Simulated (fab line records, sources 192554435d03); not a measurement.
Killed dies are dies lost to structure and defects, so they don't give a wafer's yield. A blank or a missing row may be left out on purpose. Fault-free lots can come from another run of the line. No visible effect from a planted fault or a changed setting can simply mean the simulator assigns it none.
Problem report in the 8D (eight disciplines) form, filled by code ; flow n5Finfet ; the parts of the form that need people (team, actions taken, sign-off) are left out

1. PROBLEM STATEMENT
Mean of oesProductAu at N5_BEOL_M0_SAQP_ETCH_102: 0.913 a.u. across 3 wafers in 2 lots; on wafers with no fault it is 1.002 a.u. (standard deviation 0.019). Measured from the usual mean, that is -4.7 standard deviations.
The step: etches SiO2 in CF4, target depth 4 nm, time 4.4 s.
First observed at day 6 20:54: wafer L785.1, on rieSi-05. The record holds 18 wafers of 6 lots with a number at this step. The rule behind "out" and "out of limits": a value lying over 4 standard deviations away from the usual mean. The other wafers with a number count as sound.

2. WHAT IT IS, WHAT IT ISN'T
question;is;is not
which readings at this step;oesProductAu;cf4FlowSccm, chamberPressureMTorr, drypumpMotorCurrentA, heBacksideLeakSccm, throttleValvePct
which lots;L785, L787;L780, L783, L798, L800
which wafers of those lots;L785.1, L785.2, L787.1;L785.3, L787.3, L787.5
read on which tools;rieSi-05;rieSi-02, rieSi-06
when;from day 6 20:54;"up to then (7 sound wafers); but 8 sound wafers of L787, L798, L800 came after"

3. SUSPECTS, AND WHAT RULES EACH OUT
Counting: a tool at a process step up to the reading stays a suspect if it ran every lot that is out. Sound lots after the first of them don't rule it out here, since some wafers of a struck lot are sound.
- vaporEtch-01 at N5_BEOL_M0_SAQP_RECESS_114 (chemistry HF/NH3, target SiO2, target depth 14.4 nm, afs cycles 3, sublimation time 60 s): kept. Every lot that is out went through it, the first being L785 (day 6 19:42); the last sound lot it ran before that was L783 (day 6 04:52).
- aldSin-01 at N5_BEOL_M0_SAQP_SPACER1_ALD_98 (deposits SiO2, target thk 12.8 nm, pulse time 1 s, purge time 2 s): kept. It ran every lot that is out, first L785 (day 6 20:05).
- rieDiel-06 at N5_BEOL_M0_SAQP_ETCH_101 (etches SiNx in CH3F/O2, target depth 29.9 nm, time 42.7 s): kept. It ran every lot that is out, first L785 (day 6 20:48).
- rieSi-05 at N5_BEOL_M0_SAQP_ETCH_102 (etches SiO2 in CF4, target depth 4 nm, time 4.4 s): kept. Every lot that is out went through it, the first being L785 (day 6 20:54); the last sound lot it ran before that was L783 (day 6 06:23). Out on those wafers are its own readings of oesProductAu.
- Within aldSin-01 at N5_BEOL_M0_SAQP_SPACER1_ALD_98: the wafers that are out ran in chambers 2, 3; their sound lot-mates ran in chambers 0, 1.
Left after counting: vaporEtch-01 at N5_BEOL_M0_SAQP_RECESS_114, aldSin-01 at N5_BEOL_M0_SAQP_SPACER1_ALD_98, rieDiel-06 at N5_BEOL_M0_SAQP_ETCH_101, rieSi-05 at N5_BEOL_M0_SAQP_ETCH_102.

4. THE CAUSE (what the simulator had put in)
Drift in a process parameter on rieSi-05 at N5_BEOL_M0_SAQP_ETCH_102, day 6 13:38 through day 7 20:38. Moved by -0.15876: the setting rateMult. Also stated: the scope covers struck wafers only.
4 suspects survive the count, and this tool is in that group.

5. THE CHAIN OF EFFECTS, in route order
One row per reading whose mean, taken over the struck wafers that have a number, lies over 3 standard deviations from the usual. Only readings whose record carries a usual standard deviation are examined. hours: median over the lots of the time between each lot's start at the first step of this table that gives one and its start at this step. sigmas: the change, counted in usual standard deviations.
hours;step;reading;usual;on struck wafers;change;sigmas
0;N5_BEOL_M0_SAQP_ETCH_102;oesProductAu;1.002 a.u.;0.913;-0.089;-4.7
Process steps it contains:
- N5_BEOL_M0_SAQP_ETCH_102: etches SiO2 in CF4, target depth 4 nm, time 4.4 s.
Later steps that measure or inspect, where all struck wafers having a row at the step show a number for every such reading and not one has moved that far: N5_BEOL_M4_RC_MEAS_101.

6. WHAT WOULD HAVE CAUGHT IT SOONER
First out-of-limits reading in this record: day 6 20:54, which is 7 hours after fault onset at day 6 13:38.
